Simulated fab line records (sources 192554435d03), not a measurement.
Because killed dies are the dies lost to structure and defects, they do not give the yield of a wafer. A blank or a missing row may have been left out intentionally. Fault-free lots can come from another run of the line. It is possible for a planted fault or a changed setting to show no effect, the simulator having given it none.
Split-lot experiment / flow n5 finfet / route with 1938 steps; 7 lots, 21 wafers read

THE SPLIT ITSELF
At N5_FIN_CUT_EXPOSE_05 (exposes mask FIN CUT), the setting dose mj was moved away from the recipe's 45.75 on 3 of the 21 wafers read, by -6.4% to -5.6%. This setting was run at the recipe's value on the other wafers.

FROM THE SPLIT TO THE READING: what the file shows between them, 2 steps
- N5_FIN_CUT_PEB_06: peb time 60 s
- N5_FIN_CUT_DEVELOP_07: develop time 30 s

THE READING
cd nm at N5_FIN_CUT_CD_MEAS_08, given in nm (cd target 29.1 nm). Typical for fault-free wafers on this fab line: 29.09 nm, with standard deviation 0.23 nm.

wafer=L077.4; tool, chamber at the split=euv scanner-01, 0; dose mj as run=43.17; against the recipe=-5.6%; cd nm, nm=27.92; against lot-mates on the recipe=-0.90
wafer=L077.5; tool, chamber at the split=euv scanner-01, 0; dose mj as run=43.17; against the recipe=-5.6%; cd nm, nm=28.30; against lot-mates on the recipe=-0.52
wafer=L077.6; tool, chamber at the split=euv scanner-01, 0; dose mj as run=45.75; against the recipe=recipe; cd nm, nm=28.82; against lot-mates on the recipe=-
wafer=L082.2; tool, chamber at the split=euv scanner-02, 0; dose mj as run=45.75; against the recipe=recipe; cd nm, nm=28.89; against lot-mates on the recipe=-
wafer=L082.5; tool, chamber at the split=euv scanner-02, 0; dose mj as run=45.75; against the recipe=recipe; cd nm, nm=28.98; against lot-mates on the recipe=-
wafer=L082.6; tool, chamber at the split=euv scanner-02, 0; dose mj as run=45.75; against the recipe=recipe; cd nm, nm=28.92; against lot-mates on the recipe=-
wafer=L085.3; tool, chamber at the split=euv scanner-02, 0; dose mj as run=45.75; against the recipe=recipe; cd nm, nm=29.19; against lot-mates on the recipe=-
wafer=L085.4; tool, chamber at the split=euv scanner-02, 0; dose mj as run=45.75; against the recipe=recipe; cd nm, nm=29.52; against lot-mates on the recipe=-
wafer=L085.5; tool, chamber at the split=euv scanner-02, 0; dose mj as run=45.75; against the recipe=recipe; cd nm, nm=29.24; against lot-mates on the recipe=-
wafer=L087.3; tool, chamber at the split=euv scanner-01, 0; dose mj as run=45.75; against the recipe=recipe; cd nm, nm=28.97; against lot-mates on the recipe=-
wafer=L087.4; tool, chamber at the split=euv scanner-01, 0; dose mj as run=45.75; against the recipe=recipe; cd nm, nm=29.18; against lot-mates on the recipe=-
wafer=L087.6; tool, chamber at the split=euv scanner-01, 0; dose mj as run=45.75; against the recipe=recipe; cd nm, nm=28.98; against lot-mates on the recipe=-
wafer=L091.1; tool, chamber at the split=euv scanner-01, 0; dose mj as run=42.82; against the recipe=-6.4%; cd nm, nm=27.93; against lot-mates on the recipe=-1.45
wafer=L091.2; tool, chamber at the split=euv scanner-01, 0; dose mj as run=45.75; against the recipe=recipe; cd nm, nm=29.31; against lot-mates on the recipe=-
wafer=L091.3; tool, chamber at the split=euv scanner-01, 0; dose mj as run=45.75; against the recipe=recipe; cd nm, nm=29.45; against lot-mates on the recipe=-
wafer=L092.1; tool, chamber at the split=euv scanner-02, 0; dose mj as run=45.75; against the recipe=recipe; cd nm, nm=28.89; against lot-mates on the recipe=-
wafer=L092.3; tool, chamber at the split=euv scanner-02, 0; dose mj as run=45.75; against the recipe=recipe; cd nm, nm=29.07; against lot-mates on the recipe=-
wafer=L092.5; tool, chamber at the split=euv scanner-02, 0; dose mj as run=45.75; against the recipe=recipe; cd nm, nm=28.81; against lot-mates on the recipe=-
wafer=L095.1; tool, chamber at the split=euv scanner-02, 0; dose mj as run=45.75; against the recipe=recipe; cd nm, nm=28.85; against lot-mates on the recipe=-
wafer=L095.2; tool, chamber at the split=euv scanner-02, 0; dose mj as run=45.75; against the recipe=recipe; cd nm, nm=29.12; against lot-mates on the recipe=-
wafer=L095.5; tool, chamber at the split=euv scanner-02, 0; dose mj as run=45.75; against the recipe=recipe; cd nm, nm=29.04; against lot-mates on the recipe=-

FIT RESULTS
A straight line over all 21 wafers: cd nm changes by +0.173 nm for each +1% of dose mj; r = +0.87; the points scatter about the line by 0.21 nm.
The same after taking each lot's own level away (the mean of its wafers on the recipe; 21 wafers): +0.166 nm for each +1%; r = +0.91; scatter 0.16 nm.
According to that fit, moving dose mj by its largest amount changes the reading by 1.1 nm.
From 28.820 to 29.380 nm: that is the span of the lots' own levels, equal to 2.4 times the standard deviation above.
So the lot-to-lot level changes the slope little: the two slopes agree.
Check: for one of the wafers moved furthest among these (-6.4%), held out of the fit, the line's prediction against its lot-mates is -0.806 nm. Against them it came out at -1.45 nm.

THESE WAFERS: OTHER SPLITS
Note: prior to the reading, these wafers also went through further splits. Each is held against what the fit with the lots' levels taken away leaves over:
other split on the same wafers=N5_WELL_APT_COAT_19 spin rpm; wafers away from the commonest value=9; r with cd nm (lot level and that fit taken away)=-0.01
other split on the same wafers=N5_WELL_APT_PEB_23 peb temp c; wafers away from the commonest value=5; r with cd nm (lot level and that fit taken away)=-0.42
other split on the same wafers=N5_FIN_SAQP_PECVD_06 time s; wafers away from the commonest value=9; r with cd nm (lot level and that fit taken away)=+0.22
other split on the same wafers=N5_FIN_CUT_COAT_02 spin rpm; wafers away from the commonest value=9; r with cd nm (lot level and that fit taken away)=-0.44

THE WHOLE CHAIN: every reading that the file lists as answering this split, in the file's order
step=N5_FIN_CUT_CD_MEAS_08; what it does=target cd 29.1 nm; reading=cd nm; change (the file's fit)=+0.182 nm for each +1% of the setting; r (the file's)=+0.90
step=N5_FIN_CUT_ETCH_30; what it does=etches underlayer in N2/H2, target depth 13 nm, time 10.4 s; reading=FIN_CUT.cd offset nm (the simulator's own value, which no gauge read); change (the file's fit)=+0.176 nm for each +1% of the setting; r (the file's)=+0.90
step=N5_FIN_CUT_ETCH_20; what it does=etches SiARC in CF4, target depth 26 nm, time 43.3 s; reading=FIN_CUT.cd offset nm (the simulator's own value, which no gauge read); change (the file's fit)=+0.167 nm for each +1% of the setting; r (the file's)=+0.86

THE FILE'S OWN FIT
cd nm changes by +0.182 nm for each +1% of dose mj, r = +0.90.
